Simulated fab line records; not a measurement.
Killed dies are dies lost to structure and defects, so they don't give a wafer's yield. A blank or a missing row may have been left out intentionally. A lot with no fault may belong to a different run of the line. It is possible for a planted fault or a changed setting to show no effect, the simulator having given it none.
Chamber matching	flow n5-finfet	N5_GATE_CUT_CMP_61 on cmp-04: 4 sister chambers
The step polishes, stops on SiNx, t overpolish 3 s. 4 wafers are shown with their chamber, then 12 later ones without.

EACH WAFER AND ITS CHAMBER
wafer	chamber	motor-current-A (A)
L086.4	1	12.2
L086.5	0	11.8
L089.5	3	14.8
L089.6	2	10.8

WAFERS MISSING THEIR CHAMBER
wafer	motor-current-A (A)
L091.2	11.0
L091.5	10.7
L091.6	14.1
L094.2	12.2
L094.3	11.6
L094.5	12.9
L095.2	11.7
L095.4	10.4
L095.5	10.8
L096.1	10.2
L096.4	12.8
L096.6	10.7

CHAMBER TAKEN BY EACH
wafer	from the rows above	in truth
L091.2	can't be placed: 2 or 0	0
L091.5	2	2
L091.6	3	3
L094.2	can't be placed: 1 or 0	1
L094.3	can't be placed: 0 or 1 or 2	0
L094.5	can't be placed: 1 or 0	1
L095.2	can't be placed: 0 or 1 or 2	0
L095.4	2	2
L095.5	2	2
L096.1	2	2
L096.4	can't be placed: 1 or 0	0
L096.6	2	2
Correctly placed: 6 of 12. Can't be placed from these rows: 6 (the true chamber is among the candidates in 6). 0 placed wrongly.
How it was worked out, from the rows above alone: a wafer's distance from a chamber is the root of the sum, over the readings, of the square of ((its reading less the chamber's mean) divided by the reading's scatter). The wafer belongs to the nearest chamber; if the next one is less than 2 further off, it can't be placed. The mean given for a chamber averages the wafers shown for that chamber. The scatter: root of mean squared gap, hidden wafer to nearest shown wafer, with one shown wafer a chamber.
